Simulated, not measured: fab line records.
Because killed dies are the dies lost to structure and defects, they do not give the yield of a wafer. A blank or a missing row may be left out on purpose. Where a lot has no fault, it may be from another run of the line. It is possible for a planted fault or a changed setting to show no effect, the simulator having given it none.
Chamber matching    flow n5_finfet    4 sister chambers for N5_MOL_CONTACT_COAG_STRIP_96 on rie_diel-05
The step strips in N2/H2. 18 wafers are shown with their chamber, then 9 later ones without.

WAFERS, EACH WITH ITS CHAMBER
wafer   chamber  drypump_motor_current_A (A)  throttle_valve_pct (%)  showerhead_plenum_p_Torr (Torr)
L080.1  3        5.8                          19.16                   3.32
L080.4  2        5.1                          18.97                   3.23
L080.5  1        6.0                          18.78                   3.30
L081.3  1        6.0                          18.77                   3.29
L081.5  2        5.1                          18.95                   3.23
L081.6  3        5.7                          19.16                   3.32
L082.1  2        5.1                          18.98                   3.23
L082.3  1        6.0                          18.76                   3.29
L082.5  2        5.1                          18.99                   3.23
L083.2  2        5.1                          18.97                   3.23
L083.5  3        5.7                          19.17                   3.32
L083.6  2        5.1                          19.00                   3.22
L084.1  2        5.1                          18.97                   3.22
L084.3  1        6.0                          18.77                   3.29
L084.6  0        5.1                          18.84                   3.33
L087.2  2        5.2                          18.99                   3.22
L087.3  0        5.1                          18.88                   3.32
L087.6  0        5.1                          18.86                   3.32

SIGNATURES (averages over the wafers above)
reading                   chamber 0  chamber 1  chamber 2  chamber 3  scatter within a chamber
drypump_motor_current_A   5.100      6.000      5.112      5.733      0.0332
throttle_valve_pct        18.8600    18.7700    18.9775    19.1633    0.0142
showerhead_plenum_p_Torr  3.3233     3.2925     3.2263     3.3200     0.00485
Rule: for each reading, subtract the chamber's mean from the wafer's reading, divide by that reading's scatter and square the result; add these up over the readings and take the root, which gives the wafer's distance from the chamber. If the next closest chamber is less than 2 further off than the closest, the wafer can't be placed; otherwise it belongs to the closest. The scatter is the square root of a quotient: the sum, over the shown wafers, of each reading's squared deviation from its chamber's mean, divided by wafers minus chambers.

WAFERS WITHOUT THEIR CHAMBER
wafer   drypump_motor_current_A (A)  throttle_valve_pct (%)  showerhead_plenum_p_Torr (Torr)
L088.2  5.2                          19.01                   3.22
L088.4  5.7                          19.21                   3.31
L088.6  5.1                          18.85                   3.32
L089.2  5.1                          18.87                   3.32
L089.3  5.2                          19.00                   3.21
L089.6  5.8                          19.21                   3.31
L091.1  5.1                          18.86                   3.32
L091.4  5.2                          19.02                   3.21
L091.6  5.7                          19.21                   3.31

WHICH CHAMBER EACH ONE RAN IN
wafer   from the rows above  in truth
L088.2  2                    2
L088.4  3                    3
L088.6  0                    0
L089.2  0                    0
L089.3  2                    2
L089.6  3                    3
L091.1  0                    0
L091.4  2                    2
L091.6  3                    3
9 of 9 placed correctly. Not placeable from these rows: 0. Wrongly placed: 0.
